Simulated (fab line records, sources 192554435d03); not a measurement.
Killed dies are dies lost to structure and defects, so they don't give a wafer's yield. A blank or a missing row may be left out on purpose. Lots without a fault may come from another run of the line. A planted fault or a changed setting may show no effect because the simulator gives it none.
Chamber matching | flow n5_finfet | N5_BEOL_M9_ETCH_61 on rie_diel-03: 4 sister chambers
The step etches SiARC in CF4, target depth 39 nm, time 65 s. 4 wafers are shown with their chamber, then 11 later ones without.

WAFERS WITH THEIR CHAMBER
wafer  | chamber | showerhead_plenum_p_Torr (Torr)
L089.1 | 0       | 1.97
L091.3 | 2       | 2.21
L091.4 | 1       | 2.10
L090.2 | 3       | 2.04

WAFERS WITHOUT THEIR CHAMBER
wafer  | showerhead_plenum_p_Torr (Torr)
L090.3 | 1.97
L090.6 | 1.97
L093.1 | 1.97
L093.3 | 2.21
L093.6 | 2.21
L094.2 | 2.04
L094.3 | 2.21
L094.6 | 1.97
L096.1 | 2.21
L096.3 | 2.04
L096.4 | 1.96

WHICH CHAMBER EACH WENT THROUGH
wafer  | from the rows above | in truth
L090.3 | 0                   | 0
L090.6 | 0                   | 0
L093.1 | 0                   | 0
L093.3 | 2                   | 2
L093.6 | 2                   | 2
L094.2 | 3                   | 3
L094.3 | 2                   | 2
L094.6 | 0                   | 0
L096.1 | 2                   | 2
L096.3 | 3                   | 3
L096.4 | 0                   | 0
Placed correctly: 11 of 11. Can't be placed from these rows: 0. Placed wrongly: 0.
How it was worked out, from the rows above alone: a wafer's distance from a chamber is the root of the sum, over the readings, of the square of ((its reading less the chamber's mean) divided by the reading's scatter). The wafer belongs to the nearest chamber; if the next one is less than 2 further off, it can't be placed. A chamber's mean is the mean of its shown wafers. The scatter: with one shown wafer a chamber, the root of the mean of the squares of how far each hidden wafer lies from its nearest shown one.
